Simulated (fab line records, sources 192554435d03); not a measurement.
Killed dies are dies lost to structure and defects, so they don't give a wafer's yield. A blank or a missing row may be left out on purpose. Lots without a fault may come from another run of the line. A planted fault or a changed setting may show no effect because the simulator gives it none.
fab line records | flow n5_finfet
record lots=10 wafers=28 last_day=17
route steps=1938 shown PASSIVATION@1910 END@1938
lots that met no fault: from a run of the same line without faults
start_h: hours from the record's first day to the start of the lot's first wafer shown | wait_h: hours since the lot's step before | " the same as in the row above | L1.1+2: a row that stands for several wafers | - no value, or no start given | * or withheld: withheld | < > ~ a bound
route shown NAME@n: a module of which the file shows steps, and the number in the route of the first | usual: mean/standard deviation of fault-free wafers | same: alike in all rows | chamber/n: place in a boat | sites: the reading at each site | _std_site: their standard deviation | _edge_site: outer sites' mean less inner sites' | radius_mm: how far each site lies from the wafer's centre | mask NAME#n: copy n | behind: the tool/chamber that last shaped the wafer | hold: why the lot was held/for how many hours/how that ended | device: the transistor (n, p or np) that didn't switch | end of line: the same wafers' tests at the end of the route | a step without rows: its recipe alone | killed: dies lost to structure and defects at the first sort, not the wafer's yield | map: a wafer's dies, x killed, . not, _ none there
set.NAME: the setting as run; set.NAME@STEP: as run at that earlier step | model.NAME: the simulator's own value behind a step, which no gauge read
steps of the route over a sample of lots; a table a step, a row a wafer
services: from which hour (start_h, from the record's first day; less than 0 if before it) a tool's chamber was out of use, for how many hours, and why
## steps
# step N5_PASSIVATION_ETCH_59
# recipe chemistry=Cl2/BCl3 target=TaN target_depth_a=650 time_s=34.9 ion_energy_ev=100 pressure_mtorr=10 icp_w=900 bias_w=100 Cl2_flow_sccm=60 bcl3_flow_sccm=30
# usual drypump_motor_current_A=5.71/0.2 oes_product_au=0.74/0.063 throttle_valve_pct=21.06/0.17
# columns lot.wafer tool chamber start_h wait_h drypump_motor_current_A oes_product_au rf_hours_counter_h throttle_valve_pct
L360.1 rie_metal-01 0 288.39 0.3 5.54 0.69 72 20.74
L360.2 " 1 " " 5.63 0.70 75 21.03
L360.4 " 0 " " 5.52 0.68 - 20.75
L361.4 rie_metal-02 1 288.68 0.2 5.87 0.69 - 21.25
L361.5 " 1 " " 5.84 0.68 - 21.22
L361.6 " 0 " " 5.80 0.80 - 21.26
L372.2 rie_metal-02 1 365.53 0.3 5.86 0.67 87 21.27
L372.4 " 1 " " 5.84 0.67 - 21.25
L372.6 " 1 " " 5.88 0.67 - 21.25
L374.3 rie_metal-01 1 369.30 0.2 5.63 0.68 - 21.03
L374.4 " 0 " " 5.55 0.68 - 20.77
L374.5 " 0 " " 5.55 0.68 - 20.75
L373.2 rie_metal-02 0 376.49 0.3 5.79 0.77 43 21.26
L373.3 " 0 " " 5.80 0.78 - 21.26
L373.4 " 1 " " 5.85 0.66 - 21.28
L378.5 rie_metal-01 1 386.19 0.1 5.61 0.67 - 21.07
L378.6 " 0 " " 5.53 0.67 - 20.78
L377.1 rie_metal-02 1 391.50 0.3 5.85 0.66 90 21.30
L377.3 " 1 " " 5.85 0.67 - 21.28
L377.5 " 1 " " 5.87 0.67 - 21.26
L376.1 rie_metal-03 0 391.60 0.3 5.99 0.81 35 21.05
L376.4 " 0 " " 6.00 0.81 - 21.05
L380.4 rie_metal-03 1 396.60 0.2 5.41 0.78 - 21.02
L380.5 " 0 " " 6.00 0.81 - 21.06
L380.6 " 1 " " 5.41 0.78 - 21.00
L379.1 rie_metal-01 1 397.00 0.3 5.65 0.67 87 21.07
L379.4 " 1 " " 5.66 0.67 - 21.07
L379.6 " 1 " " 5.66 0.66 - 21.08
# step N5_PASSIVATION_DESCUM_46
# recipe chemistry=O2 time_s=7.9 source_power_w=50 bias_power_w=20 pressure_mtorr=20 rf_frequency_hz=2.712e+07 temp_c=40 o2_flow_sccm=225
# usual drypump_motor_current_A=5.8/0.34 oes_product_au=0.78/0.088 rf_vpp_V=242.9/1.5 showerhead_plenum_p_Torr=2.08/0.068 throttle_valve_pct=20.45/0.21
# columns lot.wafer tool chamber start_h wait_h drypump_motor_current_A oes_product_au rf_hours_counter_h rf_vpp_V showerhead_plenum_p_Torr throttle_valve_pct
L360.1 rie_diel-04 3 290.12 0.2 6.1 0.72 200 242.5 2.00 20.33
L360.2 " 2 " " 5.5 0.70 213 243.1 2.09 20.76
L360.4 " 0 " " 5.9 0.71 184 241.2 2.02 20.36
L361.4 rie_diel-06 1 290.50 0.4 5.7 0.91 32 245.2 2.21 20.35
L361.5 " 3 " " 6.0 0.75 - 242.9 2.08 20.31
L361.6 " 2 " " 5.3 0.85 - 243.4 2.11 20.26
L372.2 rie_diel-06 1 367.06 0.0 5.7 0.86 62 244.8 2.20 20.38
L372.4 " 2 " " 5.3 0.81 - 244.0 2.10 20.29
L372.6 " 1 " " 5.7 0.86 - 245.2 2.20 20.39
L374.3 rie_diel-06 2 370.52 0.0 5.3 0.81 117 243.2 2.10 20.29
L374.4 " 3 " " 6.0 0.72 - 242.9 2.07 20.37
L374.5 " 2 " " 5.3 0.82 - 243.1 2.10 20.30
L373.2 rie_diel-04 1 377.83 0.0 5.6 0.88 34 245.3 2.13 20.56
L373.3 " 3 " " 6.1 0.68 233 240.8 1.99 20.38
L373.4 " 2 " " 5.6 0.67 245 243.6 2.08 20.83
L378.5 rie_diel-04 0 387.56 0.0 5.9 0.68 - 241.1 2.00 20.44
L378.6 " 3 " " 6.1 0.68 - 241.2 1.99 20.36
L377.1 rie_diel-01 3 392.97 0.0 5.4 0.76 157 242.1 2.11 20.77
L377.3 " 2 " " 5.3 0.81 82 242.3 2.10 20.44
L377.5 " 0 " " 6.5 0.81 - 244.7 2.18 20.16
L376.1 rie_diel-04 1 393.25 0.1 5.6 0.87 39 244.1 2.12 20.56
L376.4 " 3 " " 6.1 0.68 - 241.8 1.99 20.38
L380.4 rie_diel-04 3 397.98 0.0 6.1 0.67 - 241.6 1.99 20.38
L380.5 " 1 " " 5.5 0.86 - 243.9 2.12 20.54
L380.6 " 0 " " 5.9 0.67 - 241.9 2.00 20.42
L379.1 rie_diel-04 0 398.56 0.3 5.9 0.67 227 241.2 2.00 20.43
L379.4 " 1 " " 5.5 0.87 - 242.9 2.12 20.56
L379.6 " 0 " " 5.9 0.67 - 241.6 2.00 20.43
# step N5_PASSIVATION_PASS_ETCH_47
# recipe chemistry=CF4/O2 target=SiNx target_depth_a=7700 time_s=385 ion_energy_ev=100 pressure_mtorr=40 source_w=535 bias_w=49 Ar_flow_sccm=100 cf4_flow_sccm=100 O2_flow_sccm=10
# usual drypump_motor_current_A=5.8/0.34 oes_product_au=0.78/0.08 rf_vpp_V=241/3.3 showerhead_plenum_p_Torr=2.19/0.073 throttle_valve_pct=15.88/0.18
# columns lot.wafer tool chamber start_h wait_h drypump_motor_current_A oes_product_au rf_hours_counter_h rf_vpp_V showerhead_plenum_p_Torr throttle_valve_pct
L360.1 rie_diel-04 3 290.16 0.0 6.1 0.72 200 243 2.11 15.76
L360.2 " 2 " " 5.5 0.71 213 245 2.18 16.13
L360.4 " 0 " " 5.9 0.72 184 241 2.11 15.73
L361.4 rie_diel-06 1 290.54 0.0 5.7 0.90 32 237 2.33 15.79
L361.5 " 3 " " 6.0 0.74 - 243 2.19 15.78
L361.6 " 2 " " 5.3 0.82 - 240 2.23 15.71
L372.2 rie_diel-06 1 367.09 0.0 5.7 0.85 62 233 2.32 15.83
L372.4 " 2 " " 5.3 0.80 - 241 2.22 15.78
L372.6 " 1 " " 5.7 0.85 - 234 2.32 15.83
L374.3 rie_diel-06 2 370.56 0.0 5.3 0.80 117 240 2.22 15.79
L374.4 " 3 " " 6.0 0.72 - 244 2.18 15.83
L374.5 " 2 " " 5.3 0.80 - 240 2.22 15.81
L373.2 rie_diel-04 1 377.86 0.0 5.6 0.88 34 242 2.23 15.90
L373.3 " 3 " " 6.1 0.70 233 240 2.10 15.84
L373.4 " 2 " " 5.5 0.68 246 246 2.17 16.19
L378.5 rie_diel-04 0 387.69 0.1 5.9 0.69 - 239 2.10 15.81
L378.6 " 3 " " 6.1 0.70 - 241 2.10 15.84
L377.1 rie_diel-01 3 393.00 0.0 5.4 0.76 157 234 2.21 16.15
L377.3 " 2 " " 5.3 0.81 82 243 2.24 15.95
L377.5 " 0 " " 6.5 0.80 - 243 2.30 15.66
L376.1 rie_diel-04 1 393.29 0.0 5.5 0.87 39 242 2.23 15.90
L376.4 " 3 " " 6.1 0.69 - 240 2.10 15.83
L380.4 rie_diel-04 3 398.11 0.1 6.1 0.70 - 242 2.10 15.83
L380.5 " 1 " " 5.5 0.87 - 243 2.23 15.91
L380.6 " 0 " " 5.9 0.69 - 241 2.10 15.82
L379.1 rie_diel-04 0 398.59 0.0 5.9 0.69 227 240 2.10 15.83
L379.4 " 1 " " 5.5 0.87 - 241 2.23 15.91
L379.6 " 0 " " 5.9 0.69 - 241 2.10 15.82
# step N5_PASSIVATION_STRIP_48
# recipe chemistry=O2 power_w=600 temp_c=60 pressure_mtorr=30 rf_frequency_hz=6e+07 bias_power_w=0 overash_fraction=0.5 o2_flow_sccm=225
# usual bias_power_w=0/0 chamber_pressure_mTorr=29.99/0.12 drypump_motor_current_A=5.8/0.35 oes_product_au=0.77/0.087 overash_fraction=0.5/0 rf_vpp_V=3.4/2.3 showerhead_plenum_p_Torr=2.09/0.068 throttle_valve_pct=16.70/0.21
# columns lot.wafer tool chamber start_h wait_h bias_power_w chamber_pressure_mTorr drypump_motor_current_A oes_product_au overash_fraction rf_hours_counter_h rf_vpp_V showerhead_plenum_p_Torr throttle_valve_pct
L360.1 rie_diel-04 3 290.68 0.1 0 30.12 6.1 0.72 0.5 200 3.5 2.01 16.56
L360.2 " 2 " " 0 29.89 5.6 0.68 0.5 214 3.7 2.09 17.03
L360.4 " 0 " " 0 30.05 5.9 0.71 0.5 184 3.5 2.02 16.69
L361.4 rie_diel-06 1 291.05 0.1 0 29.89 5.7 0.90 0.5 32 3.4 2.22 16.60
L361.5 " 3 " " 0 30.02 6.0 0.71 0.5 - 3.3 2.09 16.68
L361.6 " 2 " " 0 30.09 5.3 0.81 0.5 - 0.3 2.11 16.47
L372.2 rie_diel-06 1 367.61 0.1 - - - - - - - - -
L372.4 " 2 " " - - - - - - - - -
L372.6 " 1 " " - - - - - - - - -
L374.3 rie_diel-06 2 371.07 0.1 0 29.91 5.3 0.83 0.5 117 3.1 2.10 16.59
L374.4 " 3 " " 0 29.78 6.0 0.71 0.5 - 6.3 2.07 16.68
L374.5 " 2 " " 0 30.01 5.3 0.78 0.5 - 3.9 2.10 16.51
L373.2 rie_diel-04 1 378.38 0.1 - - - - - - - - -
L373.3 " 3 " " - - - - - - - - -
L373.4 " 2 " " - - - - - - - - -
L378.5 rie_diel-04 0 388.11 0.0 0 30.08 5.9 0.66 0.5 - 1.5 2.01 16.74
L378.6 " 3 " " 0 30.07 6.1 0.69 0.5 - 2.6 2.00 16.62
L377.1 rie_diel-01 3 393.52 0.1 0 30.08 5.4 0.75 0.5 157 6.1 2.11 16.97
L377.3 " 2 " " 0 29.98 5.3 0.78 0.5 83 3.2 2.11 16.66
L377.5 " 0 " " 0 29.89 6.5 0.79 0.5 - 4.6 2.19 16.48
L376.1 rie_diel-04 1 393.81 0.1 0 30.12 5.5 0.83 0.5 40 7.0 2.13 16.70
L376.4 " 3 " " 0 30.03 6.2 0.67 0.5 - 1.6 1.99 16.66
L380.4 rie_diel-04 3 398.54 0.0 0 29.95 6.1 0.68 0.5 - 0.7 1.99 16.72
L380.5 " 1 " " 0 30.03 5.5 0.87 0.5 - 4.0 2.13 16.78
L380.6 " 0 " " 0 30.08 5.8 0.67 0.5 - 0 2.01 16.68
L379.1 rie_diel-04 0 399.11 0.1 0 30.05 5.9 0.71 0.5 227 5.0 2.01 16.70
L379.4 " 1 " " 0 30.19 5.5 0.88 0.5 - 4.8 2.13 16.80
L379.6 " 0 " " 0 30.13 5.9 0.69 0.5 - 2.7 2.01 16.67
# step N5_PASSIVATION_PROBE_49
# usual defect_limited_yield=91.1/1.4 killed_at_M0_to_M3=32/9.4 killed_at_M4_up=14/5.1 killed_at_contacts=11/5.5 killed_at_front_end=44/13 killed_at_other=4/3.2 killed_dies=104/16 killed_open=70/12 killed_short=33/7.8 sort_bin_4_leakage=0.01/0.057 sort_bin_5_function=5.1/0.91 sort_bin_6_memory=3.4/0.63 sort_n_pass=1075/16 sort_yield_pct=91.2/1.4
# same gross_dies=1180 killed_at_back_side=0 sort_bin_8_speed[%]=0
# columns lot.wafer tool chamber start_h wait_h defect_limited_yield[%] killed_at_M0_to_M3 killed_at_M4_up killed_at_contacts killed_at_front_end killed_at_other killed_dies killed_open killed_short sort_bin_4_leakage[%] sort_bin_5_function[%] sort_bin_6_memory[%] sort_n_pass sort_yield_pct[%]
L360.1 prober-02 - 293.18 0.0 91.9 33 7 5 44 7 96 55 40 0 4.2 3.6 1084 91.9
L360.2 prober-02 - 293.23 0.1 90.2 30 17 2 61 6 116 62 54 0 5.8 3.5 1064 90.2
L360.4 prober-02 - 293.33 0.2 90.2 28 10 33 39 6 116 73 41 0 5.6 3.7 1064 90.2
L361.4 prober-01 - 293.70 0.2 92.9 23 10 13 35 3 84 53 30 0 3.7 3.1 1096 92.9
L361.5 prober-01 - 293.75 0.2 92.7 31 5 9 38 3 86 65 21 0 4.2 3.0 1094 92.7
L361.6 prober-01 - 293.80 0.3 91.5 38 8 13 38 3 100 68 31 0 4.9 3.1 1080 91.5
L372.2 prober-02 - 370.15 0.1 91.4 24 6 12 53 6 101 72 27 0 5.1 3.4 1079 91.4
L372.4 prober-02 - 370.25 0.2 91.0 31 14 14 41 6 106 75 30 0 5.8 2.7 1074 91.0
L372.6 prober-02 - 370.35 0.3 90.6 42 7 13 48 1 111 75 35 0 5.0 4.2 1069 90.6
L374.3 prober-01 - 373.69 0.1 91.2 32 14 19 36 3 104 72 32 0 5.8 2.5 1076 91.2
L374.4 prober-01 - 373.74 0.2 89.0 51 15 6 58 0 130 89 40 0 6.2 4.4 1050 89.0
L374.5 prober-01 - 373.79 0.2 92.5 29 14 13 31 1 88 66 21 0 4.2 3.1 1092 92.5
L373.2 prober-02 - 380.93 0.1 92.2 32 16 13 26 5 92 62 28 0 4.4 3.2 1088 92.2
L373.3 prober-02 - 380.98 0.1 89.3 48 15 13 40 10 126 76 48 0 6.6 4.0 1054 89.3
L373.4 prober-02 - 381.03 0.2 90.7 40 15 6 42 7 110 76 33 0 5.3 3.5 1070 90.7
L378.5 prober-01 - 390.78 0.2 92.5 19 10 9 48 3 89 47 30 0.68 4.2 2.5 1083 91.8
L378.6 prober-01 - 390.83 0.3 89.4 19 9 11 84 2 125 82 38 0 6.9 3.6 1055 89.4
L377.1 prober-02 - 396.01 0.0 89.9 49 13 13 43 1 119 75 44 0 5.6 4.2 1061 89.9
L377.3 prober-02 - 396.11 0.1 90.7 46 5 15 42 2 110 67 43 0 5.5 3.5 1070 90.7
L377.5 prober-02 - 396.21 0.2 91.1 37 10 17 40 1 105 71 34 0 5.8 2.5 1075 91.1
L376.1 prober-01 - 396.30 0.0 90.9 29 17 8 41 12 107 77 30 0 5.1 3.8 1073 90.9
L376.4 prober-01 - 396.45 0.2 90.3 13 21 4 71 6 115 73 42 0 5.3 4.2 1065 90.3
L380.4 prober-02 - 401.25 0.2 89.1 31 24 11 60 3 129 104 23 0 5.6 5.2 1051 89.1
L380.5 prober-02 - 401.30 0.2 90.3 36 21 4 50 4 115 83 29 0 6.3 3.1 1065 90.3
L380.6 prober-02 - 401.35 0.3 90.5 52 16 5 36 3 112 82 29 0 5.9 3.1 1068 90.5
L379.1 prober-02 - 401.64 0.0 92.3 36 9 2 40 4 91 68 23 0 4.2 3.6 1089 92.3
L379.4 prober-02 - 401.79 0.2 90.3 28 10 11 61 5 115 67 45 0 5.9 3.5 1065 90.3
L379.6 prober-02 - 401.89 0.3 93.3 23 10 7 37 2 79 54 22 0 3.9 2.4 1101 93.3
# killed by level:class
L360.1 FIN_SAQP:geometric_particle:short=16 FIN_SAQP:geometric_particle:open=8 BEOL_M2:geometric_particle:open=8 BEOL_M0_SAQP:geometric_particle:short=7 BEOL_M0_SAQP:geometric_particle:open=6 MOL_CONTACT_COAG:geometric_particle:open=5 STI_FIN_REVEAL:geometric_particle:open=4 BEOL_M2:geometric_particle:short=4
L360.2 FIN_SAQP:geometric_particle:short=25 FIN_SAQP:geometric_particle:open=13 BEOL_M4:geometric_particle:open=9 BEOL_M0_SAQP:geometric_particle:short=8 BEOL_M1:geometric_particle:open=8 GATE_CUT:geometric_particle:short=5 STI_FIN_REVEAL:geometric_particle:open=4 BEOL_M0_SAQP:geometric_particle:open=4
L360.4 MOL_CONTACT_COAG:geometric_particle:open=26 BEOL_M2:geometric_particle:open=11 FIN_SAQP:geometric_particle:short=10 FIN_SAQP:geometric_particle:open=10 MOL_CONTACT_COAG:geometric_particle:short=7 BEOL_M0_SAQP:geometric_particle:open=6 GATE_CUT:geometric_particle:short=5 ILD0:geometric_particle:open=4
L361.4 BEOL_M3:geometric_particle:open=10 MOL_CONTACT_COAG:geometric_particle:open=8 STI_FIN_REVEAL:geometric_particle:open=7 DUMMY_GATE:geometric_particle:open=6 BEOL_M2:geometric_particle:open=6 FIN_SAQP:geometric_particle:open=5 MOL_CONTACT_COAG:geometric_particle:short=5 FIN_SAQP:geometric_particle:short=4
L361.5 BEOL_M3:geometric_particle:open=14 STI_FIN_REVEAL:geometric_particle:open=12 MOL_CONTACT_COAG:geometric_particle:open=9 FIN_SAQP:geometric_particle:open=5 GATE_CUT:geometric_particle:open=5 BEOL_M3:geometric_particle:short=5 BEOL_M0_SAQP:geometric_particle:open=4 SPACER0:geometric_particle:short=3
L361.6 MOL_CONTACT_COAG:geometric_particle:open=11 STI_FIN_REVEAL:geometric_particle:open=10 FIN_SAQP:geometric_particle:open=8 BEOL_M0_SAQP:geometric_particle:short=8 BEOL_M3:geometric_particle:open=8 BEOL_M0_SAQP:geometric_particle:open=5 BEOL_M1:geometric_particle:open=5 BEOL_M4:geometric_particle:open=5
L372.2 STI_FIN_REVEAL:geometric_particle:open=28 MOL_CONTACT_COAG:geometric_particle:open=10 BEOL_M2:geometric_particle:open=8 STI_FIN_REVEAL:geometric_particle:short=5 FIN_SAQP:geometric_particle:short=4 GATE_CUT:geometric_particle:short=4 BEOL_M1:geometric_particle:open=4 DUMMY_GATE:geometric_particle:open=3
L372.4 STI_FIN_REVEAL:geometric_particle:open=14 MOL_CONTACT_COAG:geometric_particle:open=11 BEOL_M4:geometric_particle:open=8 BEOL_M1:geometric_particle:open=7 ILD0:geometric_particle:short=6 FIN_SAQP:geometric_particle:short=4 BEOL_M0_SAQP:geometric_particle:open=4 BEOL_M0:geometric_particle:open=4
L372.6 MOL_CONTACT_COAG:geometric_particle:open=11 BEOL_M2:geometric_particle:open=11 DUMMY_GATE:geometric_particle:open=8 BEOL_M1:geometric_particle:open=8 STI_FIN_REVEAL:geometric_particle:open=7 GATE_CUT:geometric_particle:open=6 BEOL_M0_SAQP:geometric_particle:short=6 BEOL_M3:geometric_particle:open=6
L374.3 MOL_CONTACT_COAG:geometric_particle:open=15 DUMMY_GATE:geometric_particle:open=12 BEOL_M0_SAQP:geometric_particle:short=11 FIN_SAQP:geometric_particle:open=7 BEOL_M0_SAQP:geometric_particle:open=7 FIN_SAQP:geometric_particle:short=5 MOL_CONTACT_COAG:geometric_particle:short=4 BEOL_M0:geometric_particle:open=4
L374.4 FIN_SAQP:geometric_particle:open=17 BEOL_M0_SAQP:geometric_particle:open=14 FIN_SAQP:geometric_particle:short=13 BEOL_M1:geometric_particle:open=11 BEOL_M0_SAQP:geometric_particle:short=10 BEOL_M4:geometric_particle:open=8 STI_FIN_REVEAL:geometric_particle:open=6 MOL_CONTACT_COAG:geometric_particle:open=5
L374.5 STI_FIN_REVEAL:geometric_particle:open=11 MOL_CONTACT_COAG:geometric_particle:open=10 BEOL_M1:geometric_particle:open=10 BEOL_M4:geometric_particle:open=6 BEOL_M0_SAQP:geometric_particle:short=5 BEOL_M0:geometric_particle:open=5 FIN_SAQP:geometric_particle:open=4 DUMMY_GATE:geometric_particle:open=4
L373.2 MOL_CONTACT_COAG:geometric_particle:open=11 BEOL_M1:geometric_particle:open=9 GATE_CUT:geometric_particle:short=6 BEOL_M0_SAQP:geometric_particle:short=6 BEOL_M3:geometric_particle:open=6 FIN_SAQP:geometric_particle:open=5 BEOL_M0_SAQP:geometric_particle:open=5 FIN_SAQP:geometric_particle:short=4
L373.3 BEOL_M0_SAQP:geometric_particle:open=12 BEOL_M0_SAQP:geometric_particle:short=12 MOL_CONTACT_COAG:geometric_particle:open=11 FIN_SAQP:geometric_particle:open=7 DUMMY_GATE:geometric_particle:open=6 BEOL_M1:geometric_particle:open=6 MIM_TOP:geometric_particle:short=5 FIN_SAQP:geometric_particle:short=4
L373.4 BEOL_M1:geometric_particle:open=15 FIN_SAQP:geometric_particle:short=13 BEOL_M4:geometric_particle:open=11 BEOL_M0_SAQP:geometric_particle:open=10 FIN_SAQP:geometric_particle:open=7 BEOL_M0_SAQP:geometric_particle:short=6 STARTING-WAFER:geometric_particle:open=5 MOL_CONTACT_COAG:geometric_particle:open=4
L378.5 GATE_CUT:geometric_particle:short=9 HKMG_FIN:area_etch=9 STI_FIN_REVEAL:geometric_particle:open=7 BEOL_M1:geometric_particle:open=6 FIN_SAQP:geometric_particle:short=5 MOL_CONTACT_COAG:geometric_particle:open=5 BEOL_M3:geometric_particle:open=4 GATE_CUT:geometric_particle:open=4
L378.6 STI_FIN_REVEAL:geometric_particle:open=24 FIN_SAQP:geometric_particle:short=13 FIN_SAQP:geometric_particle:open=12 GATE_CUT:geometric_particle:open=9 MOL_CONTACT_COAG:geometric_particle:open=8 BEOL_M3:geometric_particle:open=7 BEOL_M1:geometric_particle:open=6 ILD0:geometric_particle:open=5
L377.1 BEOL_M0_SAQP:geometric_particle:open=19 BEOL_M0_SAQP:geometric_particle:short=15 FIN_SAQP:geometric_particle:short=10 STI_FIN_REVEAL:geometric_particle:open=10 MOL_CONTACT_COAG:geometric_particle:open=10 FIN_SAQP:geometric_particle:open=7 BEOL_M2:geometric_particle:open=4 BEOL_M4:geometric_particle:open=4
L377.3 BEOL_M0_SAQP:geometric_particle:short=14 FIN_SAQP:geometric_particle:open=12 BEOL_M0_SAQP:geometric_particle:open=12 FIN_SAQP:geometric_particle:short=11 MOL_CONTACT_COAG:geometric_particle:open=11 BEOL_M3:geometric_particle:open=9 DUMMY_GATE:geometric_particle:open=7 MOL_CONTACT_COAG:geometric_particle:short=4
L377.5 FIN_SAQP:geometric_particle:open=13 MOL_CONTACT_COAG:geometric_particle:open=13 FIN_SAQP:geometric_particle:short=12 BEOL_M0_SAQP:geometric_particle:open=9 BEOL_M0_SAQP:geometric_particle:short=9 BEOL_M2:geometric_particle:open=6 BEOL_M3:geometric_particle:open=5 MOL_CONTACT_COAG:geometric_particle:short=4
L376.1 BEOL_M3:geometric_particle:open=13 FIN_SAQP:geometric_particle:short=11 STI_FIN_REVEAL:geometric_particle:open=9 FIN_SAQP:geometric_particle:open=8 BEOL_M4:geometric_particle:open=8 MOL_CONTACT_COAG:geometric_particle:open=6 BEOL_M1:geometric_particle:open=5 STARTING-WAFER:geometric_particle:open=5
L376.4 FIN_SAQP:geometric_particle:open=18 STI_FIN_REVEAL:geometric_particle:open=15 FIN_SAQP:geometric_particle:short=13 BEOL_M4:geometric_particle:open=11 GATE_CUT:geometric_particle:short=6 GATE_CUT:geometric_particle:open=6 BEOL_M0_SAQP:geometric_particle:open=5 DUMMY_GATE:geometric_particle:open=4
L380.4 STI_FIN_REVEAL:geometric_particle:open=29 MOL_CONTACT_COAG:geometric_particle:open=10 BEOL_M4:geometric_particle:open=10 BEOL_M2:geometric_particle:open=9 FIN_SAQP:geometric_particle:open=8 BEOL_M3:geometric_particle:open=7 BEOL_M0_SAQP:geometric_particle:open=6 GATE_CUT:geometric_particle:short=4
L380.5 FIN_SAQP:geometric_particle:open=18 BEOL_M2:geometric_particle:open=11 BEOL_M4:geometric_particle:open=8 FIN_SAQP:geometric_particle:short=7 BEOL_M5:geometric_particle:open=6 STARTING-WAFER:geometric_particle:short=5 DUMMY_GATE:geometric_particle:open=5 BEOL_M0_SAQP:geometric_particle:open=5
L380.6 BEOL_M2:geometric_particle:open=16 BEOL_M3:geometric_particle:open=11 DUMMY_GATE:geometric_particle:open=7 BEOL_M1:geometric_particle:open=7 FIN_SAQP:geometric_particle:open=6 GATE_CUT:geometric_particle:short=6 BEOL_M0_SAQP:geometric_particle:open=6 MOL_CONTACT_COAG:geometric_particle:open=5
L379.1 FIN_SAQP:geometric_particle:open=16 BEOL_M1:geometric_particle:open=11 BEOL_M3:geometric_particle:open=8 FIN_SAQP:geometric_particle:short=6 STI_FIN_REVEAL:geometric_particle:open=5 BEOL_M2:geometric_particle:open=5 BEOL_M7:geometric_particle:open=4 BEOL_M0_SAQP:geometric_particle:open=3
L379.4 FIN_SAQP:geometric_particle:short=23 FIN_SAQP:geometric_particle:open=16 MOL_CONTACT_COAG:geometric_particle:open=9 BEOL_M1:geometric_particle:open=7 STI_FIN_REVEAL:geometric_particle:open=5 BEOL_M0_SAQP:geometric_particle:open=5 BEOL_M3:geometric_particle:open=5 DUMMY_GATE:geometric_particle:open=4
L379.6 BEOL_M3:geometric_particle:open=12 STI_FIN_REVEAL:geometric_particle:open=10 FIN_SAQP:geometric_particle:open=7 FIN_SAQP:geometric_particle:short=7 MOL_CONTACT_COAG:geometric_particle:open=5 BEOL_M4:geometric_particle:open=5 BEOL_M0_SAQP:geometric_particle:open=4 BEOL_M5:geometric_particle:open=3
# step N5_PASSIVATION_INSPECT_57
# recipe inspect_instrument=macro mode=outgoing
# usual raw_defect_count=2.3/1.5
# columns lot.wafer tool chamber start_h wait_h raw_defect_count
L360.1 defect_inspect-02 - 293.53 0.0 2
L360.2 " - " " 3
L360.4 " - " " 1
L361.4 defect_inspect-02 - 293.90 0.0 1
L361.5 " - " " 3
L361.6 " - " " 1
L372.2 defect_inspect-02 - 370.46 0.0 98
L372.4 " - " " 107
L372.6 " - " " 85
L374.3 defect_inspect-01 - 373.94 0.0 2
L374.4 " - " " 1
L374.5 " - " " 3
L373.2 defect_inspect-02 - 381.23 0.0 109
L373.3 " - " " 97
L373.4 " - " " 103
L378.5 defect_inspect-01 - 390.94 0.0 5
L378.6 " - " " 1
L377.1 defect_inspect-01 - 396.36 0.0 3
L377.3 " - " " 2
L377.5 " - " " 2
L376.1 defect_inspect-02 - 396.65 0.0 2
L376.4 " - " " 5
L380.4 defect_inspect-02 - 401.46 0.0 1
L380.5 " - " " 0
L380.6 " - " " 3
L379.1 defect_inspect-01 - 402.00 0.0 3
L379.4 " - " " 0
L379.6 " - " " 3
## services
# columns tool chamber start_h hours kind
rie_metal-02 - 302.98 1.2 repair
rie_diel-04 1 315.54 14.6 repair
rie_metal-01 0 321.92 5.9 repair
rie_diel-01 1 330.89 - clean
rie_diel-01 1 330.89 - consumable_replace:focus_ring
rie_diel-01 1 330.89 15.4 scheduled_down
rie_diel-01 1 330.89 15.4 vent_cycle
rie_diel-06 0 361.45 - clean
rie_diel-06 0 361.45 - consumable_replace:focus_ring
rie_diel-06 0 361.45 - consumable_replace:showerhead
rie_diel-06 0 361.45 20.9 scheduled_down
rie_diel-06 0 361.45 20.9 vent_cycle
rie_diel-04 2 392.44 - clean
rie_diel-04 2 392.44 - consumable_replace:focus_ring
## key
first_sign step=N5_PASSIVATION_STRIP_48 reading=tool_record direction=missing
effect step=N5_PASSIVATION_INSPECT_57 reading=raw_defect_count direction=up sigmas=67 usual=2.3 struck=99.8
met_at N5_PASSIVATION_STRIP_48
struck_lots L372,L373
not_acting_at N5_PASSIVATION_ETCH_59,N5_PASSIVATION_DESCUM_46,N5_PASSIVATION_PASS_ETCH_47
onset_between 291.05 367.61
fault kind=skipped_step_whole tool=rie_diel-04,rie_diel-06 chamber=- onset_h=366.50 steps=N5_PASSIVATION_STRIP_48 scope=struck_lots_only
